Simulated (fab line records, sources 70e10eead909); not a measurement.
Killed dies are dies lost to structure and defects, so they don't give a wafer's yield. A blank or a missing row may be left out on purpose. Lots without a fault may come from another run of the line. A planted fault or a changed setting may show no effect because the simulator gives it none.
fab line records | flow nand_harc
record lots=5 wafers=15 last_day=34
route steps=1302 shown A_M1@1188 A_BONDPAD@1202 END@1302
lots that met no fault: from a run of the same line without faults
start_h: hours from the record's first day to the start of the lot's first wafer shown | wait_h: hours since the lot's step before | " the same as in the row above | L1.1+2: a row that stands for several wafers | - no value, or no start given | * or withheld: withheld | < > ~ a bound
route shown NAME@n: a module of which the file shows steps, and the number in the route of the first | usual: mean/standard deviation of fault-free wafers | same: alike in all rows | chamber/n: place in a boat | sites: the reading at each site | _std_site: their standard deviation | _edge_site: outer sites' mean less inner sites' | radius_mm: how far each site lies from the wafer's centre | mask NAME#n: copy n | behind: the tool/chamber that last shaped the wafer | hold: why the lot was held/for how many hours/how that ended | device: the transistor (n, p or np) that didn't switch | end of line: the same wafers' tests at the end of the route | a step without rows: its recipe alone | killed: dies lost to structure and defects at the first sort, not the wafer's yield | map: a wafer's dies, x killed, . not, _ none there
set.NAME: the setting as run; set.NAME@STEP: as run at that earlier step | model.NAME: the simulator's own value behind a step, which no gauge read
lots at some steps of the route; a table a step, a row a wafer
services: from which hour (start_h, from the record's first day; less than 0 if before it) a tool's chamber was out of use, for how many hours, and why
## steps
# step NHARC_A_M1_STRIP_19
# recipe time_s=600 temp_c=30 chemistry=post_etch_residue_remover
# step NHARC_A_M1_DEGAS_29
# recipe temp_c=250 time_s=60
# step NHARC_A_M1_PRE_CLEAN_30
# recipe time_s=30 temp_c=280 gas=H2/He
# step NHARC_A_M1_PVD_20
# recipe target_thk_a=50 bias_v=168.6 power_w=15000 chamber_pressure_pa=0.12 time_s=8.06 substrate_temp_c=50 material=TaN
# step NHARC_A_M1_PVD_21
# recipe target_thk_a=300 chamber_pressure_pa=5 power_w=5000 substrate_temp_c=30 time_s=20.49 material=Cu
# step NHARC_A_M1_ECD_22
# recipe target_thk_a=4000 bath_temp_c=25 material=Cu
# step NHARC_A_M1_ANNEAL_31
# recipe temp_c=225 time_s=90
# step NHARC_A_M1_CMP_23
# recipe t_overpolish_s=20 target_thk_nm=154.34
# step NHARC_A_M1_THK_MEAS_24
# recipe thk_meas_gauge=xrf
# usual thk_nm=154.5/1.4
# columns lot.wafer tool chamber start_h wait_h thk_nm
L128.1 film_metro-01 - 525.87 - 154.2
L128.2 " - " " 153.3
L128.3 " - " " 156.0
L140.1 film_metro-01 - 653.74 - 156.0
L140.3 " - " " 153.4
L140.4 " - " " 155.9
L144.4 film_metro-02 - 676.53 - 155.2
L144.5 " - " " 157.0
L144.6 " - " " 154.6
L149.2 film_metro-02 - 723.86 - 154.9
L149.4 " - " " 158.3
L149.5 " - " " 153.8
L151.4 film_metro-01 - 781.84 - 153.8
L151.5 " - " " 154.8
L151.6 " - " " 155.6
# step NHARC_A_M1_SRD_25
# step NHARC_A_M1_INSPECT_27
# usual raw_defect_count=571/140
# columns lot.wafer tool chamber start_h wait_h raw_defect_count
L128.1 defect_inspect-01 - 526.03 0.0 466
L128.2 " - " " 505
L128.3 " - " " 496
L140.1 defect_inspect-02 - 653.90 0.0 408
L140.3 " - " " 437
L140.4 " - " " 480
L144.4 defect_inspect-02 - 676.69 0.0 652
L144.5 " - " " 631
L144.6 " - " " 885
L149.2 defect_inspect-02 - 724.02 0.0 604
L149.4 " - " " 654
L149.5 " - " " 780
L151.4 defect_inspect-02 - 782.00 0.0 631
L151.5 " - " " 542
L151.6 " - " " 764
# step NHARC_A_M1_PRE_CLEAN_32
# recipe time_s=12 temp_c=370 rf_power_w=300 gas=NH3
# usual heater_power_w=631/43
# columns lot.wafer tool chamber start_h wait_h heater_power_w
L128.3 pecvd-03 1 526.10 0.1 633
L128.1 " 2 " " 668
L128.2 " 0 " " 652
L140.1 pecvd-02 0 653.99 0.1 684
L140.4 " 2 " " 644
L140.3 " 0 " " 666
L144.4 pecvd-02 1 676.82 0.1 634
L144.5 " 2 " " 648
L144.6 " 1 " " 648
L149.2 pecvd-01 2 724.10 0.1 611
L149.5 " 1 " " 542
L149.4 " 2 " " 612
L151.6 pecvd-03 2 782.10 0.1 682
L151.5 " 0 " " 566
L151.4 " 1 " " 554
# step NHARC_A_M1_DEP_33
# recipe target_thk_a=300 temp_c=370 target_thk_nm=30 pressure_torr=3 flow_sccm=200 rf_w=450 material=SiCN
# usual heater_power_w=577/50 showerhead_vpp_V=1297/45
# columns lot.wafer tool chamber start_h wait_h heater_power_w showerhead_vpp_V
L128.3 pecvd-03 1 526.17 0.1 496 1296
L128.1 " 2 " " 607 1354
L128.2 " 0 " " 578 1337
L140.1 pecvd-02 0 654.15 0.1 562 1292
L140.4 " 2 " " 612 1329
L140.3 " 0 " " 550 1279
L144.4 pecvd-02 1 677.07 0.2 513 1228
L144.5 " 2 " " 608 1286
L144.6 " 1 " " 525 1228
L149.2 pecvd-01 2 724.21 0.1 593 1237
L149.5 " 1 " " 510 1377
L149.4 " 2 " " 609 1258
L151.6 pecvd-03 2 782.27 0.2 664 1349
L151.5 " 0 " " 552 1344
L151.4 " 1 " " 576 1305
# step NHARC_A_BONDPAD_DEP_00
# recipe target_thk_a=2500 temp_c=370 target_thk_nm=250 pressure_torr=3 flow_sccm=200 rf_w=450 material=SiCN
# usual heater_power_w=549/75 showerhead_vpp_V=1343/44
# columns lot.wafer tool chamber start_h wait_h heater_power_w showerhead_vpp_V
L128.3 pecvd-02 2 526.72 - 603 1309
L128.1 " 0 " " 600 1269
L128.2 " 1 " " 605 1228
L140.3 pecvd-04 2 654.80 - 508 1342
L140.1 " 0 " " 601 1393
L140.4 " 0 " " 604 1404
L144.6 pecvd-03 2 677.69 - 567 1355
L144.5 " 0 " " 579 1370
L144.4 " 1 " " 572 1305
L149.2 pecvd-04 0 724.72 - 601 1386
L149.5 " 1 " " 421 1362
L149.4 " 2 " " 553 1347
L151.6 pecvd-03 1 - - 604 1297
L151.4 " 2 " " 529 1375
L151.5 " 0 " " 509 1354
# step NHARC_A_BONDPAD_CMP_29
# recipe target_thk_nm=200 material=SiCN
# step NHARC_A_BONDPAD_THK_MEAS_30
# recipe thk_meas_gauge=ellipsometry
# usual thk_nm=200.3/1.5
# columns lot.wafer tool chamber start_h wait_h thk_nm
L128.1 film_metro-02 - 527.38 0.2 198.6
L128.2 " - " " 198.4
L128.3 " - " " 198.6
L140.1 film_metro-01 - 655.42 0.1 199.2
L140.3 " - " " 200.5
L140.4 " - " " 199.7
L144.4 film_metro-01 - 678.21 0.2 203.9
L144.5 " - " " 199.2
L144.6 " - " " 200.4
L149.2 film_metro-02 - 725.38 0.2 199.5
L149.4 " - " " 198.7
L149.5 " - " " 200.0
L151.4 film_metro-02 - 783.35 0.2 199.7
L151.5 " - " " 201.2
L151.6 " - " " 200.4
# step NHARC_A_BONDPAD_SRD_31
# step NHARC_A_BONDPAD_DEHYDRATE_01
# recipe temp_c=150 time_s=120
# step NHARC_A_BONDPAD_HMDS_02
# recipe time_s=30
# step NHARC_A_BONDPAD_COAT_33
# recipe temp_c=200 time_s=65
# step NHARC_A_BONDPAD_COAT_03
# recipe spin_rpm=2000 resist_thk_nm=600
# step NHARC_A_BONDPAD_SOFTBAKE_04
# recipe temp_c=125 time_s=70
# step NHARC_A_BONDPAD_EBR_05
# step NHARC_A_BONDPAD_EXPOSE_06
# recipe na=0.55 dose_mj=36.99 mask_id=A_BPAD
# step NHARC_A_BONDPAD_PEB_07
# recipe peb_temp_c=128 peb_time_s=80
# step NHARC_A_BONDPAD_DEVELOP_08
# recipe time_s=50 dev_temp_c=22
# step NHARC_A_BONDPAD_CD_MEAS_09
# recipe target_cd_nm=500 landing_energy_ev=500
# usual cd_nm=499.6/1.7
# columns lot.wafer tool chamber start_h wait_h cd_nm
L128.1 cd_sem-01 0 527.82 - 500.1
L128.2 " 0 " " 498.4
L128.3 " 0 " " 497.7
L140.1 cd_sem-02 0 655.86 - 503.3
L140.3 " 0 " " 503.5
L140.4 " 0 " " 502.5
L144.4 cd_sem-03 0 678.66 - 500.2
L144.5 " 0 " " 502.1
L144.6 " 0 " " 501.9
L149.2 cd_sem-01 0 725.95 - 497.5
L149.4 " 0 " " 497.7
L149.5 " 0 " " 500.7
L151.4 cd_sem-01 0 783.92 - 499.9
L151.5 " 0 " " 500.1
L151.6 " 0 " " 498.6
# step NHARC_A_BONDPAD_OVL_MEAS_35
# usual overlay_x_nm=1/5.5 overlay_y_nm=1/6.8
# columns lot.wafer tool chamber start_h wait_h overlay_x_nm overlay_y_nm
L128.1 overlay-02 - 527.91 - -1 2
L128.2 " - " " 0 2
L128.3 " - " " -1 2
L140.1 overlay-01 - 655.95 - -5 -6
L140.3 " - " " -5 -6
L140.4 " - " " -5 -6
L144.4 overlay-02 - 678.74 - 13 -8
L144.5 " - " " 14 -8
L144.6 " - " " 14 -9
L149.2 overlay-01 - 726.03 - 1 5
L149.4 " - " " 0 4
L149.5 " - " " 0 5
L151.4 overlay-01 - 784.01 - 1 8
L151.5 " - " " 1 9
L151.6 " - " " 1 9
# step NHARC_A_BONDPAD_HARDBAKE_10
# recipe temp_c=118 time_s=65
# step NHARC_A_BONDPAD_DESCUM_11
# recipe time_s=3 o2_flow_sccm=200 ar_flow_sccm=0 bias_power_w=0 chemistry=O2
# step NHARC_A_BONDPAD_ETCH_34
# recipe target_depth_a=600 overetch_a=180 time_s=65.91 ion_energy_ev=200 n2_flow_sccm=150 h2_flow_sccm=150 ar_flow_sccm=0 rf_w=400 bias_w=150 chemistry=N2/H2
# usual drypump_motor_current_A=5.7/0.39 oes_product_au=0.998/0.011 rf_vpp_V=431/3.1 showerhead_plenum_p_Torr=2.05/0.11 throttle_valve_pct=14.172/0.0089
# columns lot.wafer tool chamber start_h wait_h drypump_motor_current_A oes_product_au rf_hours_counter_h rf_vpp_V showerhead_plenum_p_Torr throttle_valve_pct
L128.1 rie_diel-03 2 528.12 0.1 6.0 0.993 1 434 2.19 14.176
L128.3 " 0 " " 5.7 1.004 2 431 2.08 14.167
L128.2 " 1 " " 6.4 1.006 1 428 1.95 14.173
L140.1 rie_diel-05 3 656.16 0.1 5.7 0.996 10 428 1.91 14.164
L140.4 " 0 " " 5.5 0.998 12 429 2.02 14.173
L140.3 " 1 " " 5.4 0.989 10 432 2.10 14.162
L144.4 rie_diel-05 3 678.96 0.1 5.7 1.010 14 427 1.91 14.172
L144.5 " 1 " " 5.4 1.001 - 432 2.10 14.173
L144.6 " 2 " " 5.7 1.018 - 435 2.21 14.167
L149.4 rie_diel-03 1 726.24 0.1 6.5 0.972 2 427 1.95 14.163
L149.2 " 2 " " 6.0 0.997 2 434 2.19 14.162
L149.5 " 1 " " 6.5 0.986 - 427 1.95 14.155
L151.4 rie_diel-03 2 784.23 0.1 5.9 0.989 3 433 2.19 14.174
L151.6 " 1 " " 6.5 0.987 - 428 1.95 14.188
L151.5 " 2 " " 5.9 0.985 - 433 2.19 14.176
# step NHARC_A_BONDPAD_ETCH_12
# recipe target_depth_a=2200 time_s=110 chf3_flow_sccm=50 o2_flow_sccm=10 ar_flow_sccm=200 rf_w=500 bias_w=200 chemistry=CHF3/O2
# usual drypump_motor_current_A=5.8/0.4 oes_product_au=0.942/0.02 rf_vpp_V=370.6/2.6 showerhead_plenum_p_Torr=2.40/0.12 throttle_valve_pct=20.572/0.0084
# columns lot.wafer tool chamber start_h wait_h drypump_motor_current_A oes_product_au rf_hours_counter_h rf_vpp_V showerhead_plenum_p_Torr throttle_valve_pct
L128.2 rie_diel-03 0 - - 5.8 0.937 2 371.0 2.45 20.587
L128.1 " 1 " " 6.4 0.939 1 367.3 2.30 20.585
L128.3 " 3 " " 5.1 0.913 2 368.7 2.32 20.575
L140.4 rie_diel-05 3 - - 5.7 0.928 10 368.1 2.26 20.567
L140.1 " 1 " " 5.4 0.932 10 372.6 2.47 20.571
L140.3 " 2 " " 5.7 0.935 12 375.0 2.59 20.557
L144.4 rie_diel-05 0 - - 5.5 0.930 16 369.5 2.38 20.571
L144.6 " 0 " " 5.5 0.940 - 370.6 2.38 20.568
L144.5 " 1 " " 5.4 0.915 - 370.5 2.47 20.574
L149.2 rie_diel-03 1 - - 6.4 0.954 2 368.4 2.30 20.574
L149.4 " 2 " " 5.9 0.953 2 373.9 2.56 20.572
L149.5 " 1 " " 6.4 0.949 - 367.8 2.30 20.563
L151.4 rie_diel-03 1 - - 6.5 0.939 3 368.5 2.30 20.564
L151.6 " 1 " " 6.5 0.956 - 366.9 2.30 20.567
L151.5 " 2 " " 5.9 0.959 - 374.7 2.56 20.574
# step NHARC_A_BONDPAD_CD_MEAS_13
# usual cd_nm=499.1/1.9
# columns lot.wafer tool chamber start_h wait_h cd_nm
L128.1 cd_sem-03 - 528.35 - 499.8
L128.2 " - " " 498.3
L128.3 " - " " 497.2
L140.1 cd_sem-03 - 656.39 - 502.0
L140.3 " - " " 503.1
L140.4 " - " " 500.7
L144.4 cd_sem-01 - 679.18 - 499.3
L144.5 " - " " 500.8
L144.6 " - " " 500.7
L149.2 cd_sem-01 - 726.47 - 498.2
L149.4 " - " " 497.7
L149.5 " - " " 501.2
L151.4 cd_sem-03 - 784.46 - 501.2
L151.5 " - " " 499.3
L151.6 " - " " 498.0
# step NHARC_A_BONDPAD_STRIP_15
# recipe o2_flow_sccm=500 ar_flow_sccm=0 bias_w=0 chemistry=O2
# step NHARC_A_BONDPAD_ETCH_24
# recipe target_depth_a=300 over_etch_frac=0.3 time_s=72.99 ion_energy_ev=150 cf4_flow_sccm=50 n2_flow_sccm=100 ar_flow_sccm=150 rf_w=300 bias_w=100 chemistry=CF4/N2
# step NHARC_A_BONDPAD_STRIP_16
# recipe time_s=600 temp_c=30 chemistry=post_etch_residue_remover
# step NHARC_A_BONDPAD_DEGAS_25
# recipe temp_c=300 time_s=60
# step NHARC_A_BONDPAD_PRE_CLEAN_26
# recipe time_s=30 temp_c=280 gas=H2/He
# step NHARC_A_BONDPAD_PVD_17
# recipe target_thk_a=50 bias_v=168.6 power_w=15000 chamber_pressure_pa=0.12 time_s=8.06 substrate_temp_c=50 material=TaN
# step NHARC_A_BONDPAD_PVD_27
# recipe target_thk_a=300 chamber_pressure_pa=5 power_w=5000 substrate_temp_c=30 time_s=20.49 material=Cu
# usual substrate_temp_c=30.00/0.11 throttle_valve_pct=29.8/1.3
# columns lot.wafer tool chamber start_h wait_h substrate_temp_c throttle_valve_pct
L128.2 pvd_sputter-01 - - - 30.13 30.0
L128.1 " - " " 29.97 29.2
L128.3 " - " " 29.97 31.9
L140.4 pvd_sputter-02 - - - 29.94 30.2
L140.3 " - " " 30.09 27.6
L140.1 " - " " 30.07 29.5
L144.4 pvd_sputter-03 - - - 30.12 27.1
L144.6 " - " " 30.22 29.9
L144.5 " - " " 30.01 30.2
L149.4 pvd_sputter-02 - - - 30.00 29.9
L149.2 " - " " 29.89 31.2
L149.5 " - " " 29.90 27.8
L151.4 pvd_sputter-01 - - - 29.91 28.8
L151.6 " - " " 30.08 29.6
L151.5 " - " " 29.99 30.2
# step NHARC_A_BONDPAD_ECD_18
# recipe target_thk_a=4000 bath_temp_c=25 material=Cu
# step NHARC_END_SORT_01
# recipe temp_c=25
# usual defect_limited_yield=91.6/2.8 killed_at_array=52/18 killed_at_other=0.6/0.83 killed_at_periphery=4.3/2.8 killed_dies=57/19 killed_open=3.4/2 killed_short=2.5/1.7 sort_bin_2_pct=3.0/1.1 sort_bin_3_pct=0.6/0.41 sort_bin_4_pct=4.7/1.6 sort_n_pass=620/19 sort_rim_yield_pct=91/3.7 sort_yield_pct=91.6/2.8
# same gross_dies=677 sort_bin_5_pct[%]=0 sort_bin_6_pct[%]=0 sort_bin_7_pct[%]=0 sort_bin_8_pct[%]=0 sort_rim_n_gross=106.00
# columns lot.wafer tool chamber start_h wait_h defect_limited_yield[%] killed_at_array killed_at_other killed_at_periphery killed_dies killed_open killed_short sort_bin_2_pct[%] sort_bin_3_pct[%] sort_bin_4_pct[%] sort_n_pass sort_rim_yield_pct[%] sort_yield_pct[%]
L144.4 prober-02 0 716.68 3.4 77.5 148 0 4 152 2 3 8.7 5.3 8.4 525 88 77.5
L144.6 prober-02 0 718.29 4.0 77.0 153 0 3 156 4 2 9.6 5.3 8.1 521 86 77.0
# killed by level:class
L144.4 A_M1:unspecified=87 A_CHANNEL_HOLE_D1:chamber_film_flake=33 A_SLIT:chamber_film_flake=14 A_CHANNEL_HOLE_D2:chamber_film_flake=8 P_STI:geometric_particle:short=1 A_DECK1_JOINT:geometric_particle:short=1 A_ONON_D2:geometric_particle:short=1 A_CHANNEL_HOLE_D2:geometric_particle:open=1
L144.6 A_M1:unspecified=92 A_CHANNEL_HOLE_D1:chamber_film_flake=27 A_SLIT:chamber_film_flake=15 A_CHANNEL_HOLE_D2:chamber_film_flake=8 A_STAIRCASE:chamber_film_flake=3 P_GATE:chamber_film_flake=2 A_SOURCE_PLATE:geometric_particle:open=1 A_CHANNEL_FILL_D1:geometric_particle:short=1
# map L144.6 (x killed, . not)
____________.____________
_________....x.._________
_______........x.._______
______......x......______
_____....x.xxx......_____
____.....xxxxx.xx....____
____....xxxxxxx.x....____
___......xxxxxxx......___
___..x...xxxxxxxx.....___
__......xxxxxxxxx.x....__
__......xxxxxxxx.......__
_......xxxxxxxxxx......._
_......xxxxxxxxx........_
_.......xxxxxxxx........_
_........xxxxxx........._
_.........xxxx.........._
...........x....x...x....
.......x......x..........
............x............
.........................
.........................
_...................x..._
_......................._
_...............x.x...x._
_.................x....._
_..x..........x..xx...x._
__x.xx.........xxxx....__
__xx.x.......x.xxx.....__
___xxxx........xxxx.xx___
___xxxxx.......x..x...___
____xxx.........xxxx.____
____xxx..........xxx.____
_____xx............._____
______.............______
_______..x........_______
_________......._________
____________.____________
# map L140.1 (x killed, . not)
____________.____________
_________......._________
_______..........._______
______.............______
_____..............._____
____.................____
____.......x...x.....____
___.....x.............___
___.x........x........___
__............x........__
__.....................__
_......................._
_...........xx.xx......._
_............x..x......._
_......................._
_..............x........_
.........................
.........................
.....................x...
.........................
........x................
_x...................x.._
_......................._
_......................._
_...x..................._
_..x...................._
__xxxxx.............x..__
__xx...................__
___xxx......x.........___
___xxx................___
____xx...............____
____.xx......x.......____
_____xx............._____
______.............______
_______x.........._______
_________......._________
____________.____________
## services
# columns tool chamber start_h hours kind
pvd_sputter-02 - 524.96 4.8 repair
pvd_sputter-01 - 531.38 3.2 repair
pecvd-03 0 537.78 21.3 repair
pecvd-02 - 542.50 0.3 repair
pecvd-02 0 547.26 2.7 repair
pecvd-03 - 547.59 13.0 pm
pecvd-03 - 562.38 1.0 repair
pecvd-01 - 568.58 1.2 repair
pvd_sputter-02 - 569.64 9.8 repair
pvd_sputter-01 - 582.00 10.0 pm
rie_diel-05 - 584.15 9.0 pm
rie_diel-03 1 589.43 14.7 repair
pecvd-02 - 589.62 13.0 pm
rie_diel-03 0 630.32 13.4 repair
rie_diel-03 - 635.30 9.0 pm
pecvd-02 1 644.96 11.9 repair
rie_diel-05 3 646.49 9.0 repair
pecvd-02 0 674.62 6.8 repair
pecvd-03 - 728.59 13.0 pm
pecvd-03 - 749.18 1.5 repair
rie_diel-05 1 750.74 4.2 repair
rie_diel-05 - 761.15 9.0 pm
rie_diel-03 2 761.54 18.8 repair
pecvd-02 - 770.62 13.0 pm
## key
first_sign step=NHARC_END_SORT_01 reading=killed_at_array direction=up sigmas=5.4 usual=52 struck=150
effect step=NHARC_END_SORT_01 reading=defect_limited_yield direction=down sigmas=5.2 usual=91.6 struck=77.3
more_kills_born_at NHARC_A_M1_PRE_CLEAN_32@pecvd-02=179
met_at NHARC_A_M1_PRE_CLEAN_32
struck_wafers L144.4,L144.6
fault kind=chamber_particle_source tool=pecvd-02 chamber=1 onset_h=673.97 steps=NHARC_A_M1_PRE_CLEAN_32 rate_per_visit_cm2=0.98539
